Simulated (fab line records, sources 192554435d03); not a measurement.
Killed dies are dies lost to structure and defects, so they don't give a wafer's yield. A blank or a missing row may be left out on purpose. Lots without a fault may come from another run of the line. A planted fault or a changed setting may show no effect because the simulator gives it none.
Split-lot experiment | flow n5_finfet | 7 lots, 21 wafers read, on a route of 1938 steps

THE SPLIT
At N5_BEOL_M5_EXPOSE_25 (exposes mask V4, defocus 10 nm), the setting dose_mj was moved away from the recipe's 52.75 on 4 of the 21 wafers read, by -4.9% to +4.8%. The other wafers ran this setting at the recipe's value.

FROM THE SPLIT TO THE READING: what the file shows between them, 4 steps
- N5_BEOL_M5_PEB_26: peb time 60 s
- N5_BEOL_M5_DEVELOP_27: develop time 30 s
- N5_BEOL_M5_DESCUM_33: chemistry O2, time 7 s
- N5_BEOL_M5_ETCH_75: etches underlayer in N2/H2, target depth 6.5 nm, time 5.2 s

THE READING
BEOL_M5.cd_nm (the simulator's own value, which no gauge read), in nm, at N5_BEOL_M5_VIA_ETCH_34 (etches SiCOH lowk in C4F6/O2, target depth 88.3 nm, time 39.2 s). The file gives no usual value for it. The 17 wafers here that ran the recipe average 27.8 nm, standard deviation 0.44 nm.

wafer  | tool, chamber at the split | dose_mj as run | against the recipe | BEOL_M5.cd_nm, nm | against lot-mates on the recipe
L076.3 | euv_scanner-01, 0          | 52.75          | recipe             | 28.4              | -
L076.5 | euv_scanner-01, 0          | 52.75          | recipe             | 28.4              | -
L076.4 | euv_scanner-01, 0          | 51.24          | -2.9%              | 27.6              | -0.8
L079.1 | euv_scanner-01, 0          | 50.14          | -4.9%              | 26.4              | -1.3
L079.5 | euv_scanner-01, 0          | 52.75          | recipe             | 27.8              | -
L079.6 | euv_scanner-01, 0          | 52.75          | recipe             | 27.6              | -
L085.1 | euv_scanner-02, 0          | 52.75          | recipe             | 27.6              | -
L085.3 | euv_scanner-02, 0          | 52.75          | recipe             | 27.4              | -
L085.5 | euv_scanner-02, 0          | 52.75          | recipe             | 26.8              | -
L086.1 | euv_scanner-02, 0          | 52.75          | recipe             | 28                | -
L086.2 | euv_scanner-02, 0          | 55.27          | +4.8%              | 29                | +1.1
L086.3 | euv_scanner-02, 0          | 52.75          | recipe             | 27.8              | -
L087.3 | euv_scanner-02, 0          | 52.75          | recipe             | 28                | -
L087.5 | euv_scanner-02, 0          | 52.75          | recipe             | 28                | -
L087.4 | euv_scanner-02, 0          | 52.75          | recipe             | 28.2              | -
L089.1 | euv_scanner-01, 0          | 51.04          | -3.2%              | 26.8              | -0.6
L089.4 | euv_scanner-01, 0          | 52.75          | recipe             | 27.6              | -
L089.5 | euv_scanner-01, 0          | 52.75          | recipe             | 27.2              | -
L088.3 | euv_scanner-01, 0          | 52.75          | recipe             | 28.6              | -
L088.4 | euv_scanner-01, 0          | 52.75          | recipe             | 28                | -
L088.5 | euv_scanner-01, 0          | 52.75          | recipe             | 27.8              | -

THE FIT
A straight line over all 21 wafers: BEOL_M5.cd_nm changes by +0.253 nm for each +1% of dose_mj; r = +0.73; the points scatter about the line by 0.44 nm.
The same after taking each lot's own level away (the mean of its wafers on the recipe; 21 wafers): +0.241 nm for each +1%; r = +0.90; scatter 0.22 nm.
On that fit, the largest move of dose_mj shifts the reading by 1.2 nm.
The lots' own levels span 27.27 to 28.40 nm, that is 2.6 times the standard deviation above.
So the lot-to-lot level blurs the effect unless lot-mates are compared.
Check: with one of the wafers moved furthest among these (-4.9%) left out of the fit, the line predicts -1.13 nm for it against its lot-mates. It came out at -1.3 nm against them.

OTHER SPLITS ON THESE WAFERS
These wafers also went through other splits before the reading. Each is held against what the fit with the lots' levels taken away leaves over:
other split on the same wafers     | wafers away from the commonest value | r with BEOL_M5.cd_nm (lot level and that fit taken away)
N5_BEOL_M4_DESCUM_16 time_s        | 5                                    | +0.21
N5_BEOL_M4_TRENCH_ETCH_37 source_w | 6                                    | -0.35

THE WHOLE CHAIN: every reading that the file lists as answering this split, in the file's order
step                   | what it does                                                    | reading                                                        | change (the file's fit)               | r (the file's)
N5_BEOL_M5_ETCH_75     | etches underlayer in N2/H2, target depth 6.5 nm, time 5.2 s     | BEOL_M5.cd_nm (the simulator's own value, which no gauge read) | +0.254 nm for each +1% of the setting | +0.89
N5_BEOL_M5_VIA_ETCH_34 | etches SiCOH lowk in C4F6/O2, target depth 88.3 nm, time 39.2 s | BEOL_M5.cd_nm (the simulator's own value, which no gauge read) | +0.241 nm for each +1% of the setting | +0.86

THE FILE'S OWN FIT
BEOL_M5.cd_nm changes by +0.241 nm for each +1% of dose_mj, r = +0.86.
